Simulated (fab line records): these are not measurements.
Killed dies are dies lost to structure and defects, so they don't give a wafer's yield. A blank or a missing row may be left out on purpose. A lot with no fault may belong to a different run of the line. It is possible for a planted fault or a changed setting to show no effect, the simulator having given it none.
Matching of chambers + flow n5-finfet + rie-diel-04 running N5_MOL_CONTACT_COAG_ETCH_106: 4 sister chambers
The step etches SOC in N2/H2, target depth 80 nm, overetch 16 nm, time 120 s. 8 wafers are shown with their chamber, then 9 later ones without.

WAFERS PAIRED WITH THEIR CHAMBERS
| wafer  | chamber | showerhead-plenum-p-Torr (Torr) | throttle-valve-pct (%) |
|--------|---------|---------------------------------|------------------------|
| L077.1 | 1       | 2.52                            | 17.91                  |
| L080.1 | 1       | 2.52                            | 17.90                  |
| L080.2 | 2       | 2.64                            | 18.05                  |
| L080.4 | 2       | 2.64                            | 18.05                  |
| L085.5 | 0       | 2.55                            | 17.72                  |
| L089.3 | 3       | 2.70                            | 17.62                  |
| L089.5 | 0       | 2.54                            | 17.72                  |
| L089.6 | 3       | 2.70                            | 17.60                  |

WAFERS WHOSE CHAMBER IS MISSING
| wafer  | showerhead-plenum-p-Torr (Torr) | throttle-valve-pct (%) |
|--------|---------------------------------|------------------------|
| L091.2 | 2.51                            | 17.51                  |
| L091.3 | 2.63                            | 18.10                  |
| L091.6 | 2.54                            | 17.75                  |
| L095.2 | 2.70                            | 17.64                  |
| L095.3 | 2.54                            | 17.74                  |
| L095.4 | 2.51                            | 17.52                  |
| L096.3 | 2.63                            | 18.09                  |
| L096.5 | 2.51                            | 17.52                  |
| L096.6 | 2.54                            | 17.74                  |

THE CHAMBER EACH PASSED THROUGH
| wafer  | from the rows above | in truth                   |
|--------|---------------------|----------------------------|
| L091.2 | 0                   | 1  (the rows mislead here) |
| L091.3 | 2                   | 2                          |
| L091.6 | 0                   | 0                          |
| L095.2 | 3                   | 3                          |
| L095.3 | 0                   | 0                          |
| L095.4 | 0                   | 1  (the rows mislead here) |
| L096.3 | 2                   | 2                          |
| L096.5 | 0                   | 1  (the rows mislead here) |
| L096.6 | 0                   | 0                          |
Placed correctly: 6 of 9. Not placeable from these rows: 0. Placed wrongly: 3.
How it was worked out, from the rows above alone: a wafer's distance from a chamber is the root of the sum, over the readings, of the square of ((its reading less the chamber's mean) divided by the reading's scatter). The wafer belongs to the nearest chamber; if the next one is less than 2 further off, it can't be placed. Each chamber's mean is taken over the wafers shown for it. The scatter: the root of (the sum of the squares of (reading less its chamber's mean) over the shown wafers, divided by (wafers less chambers)).
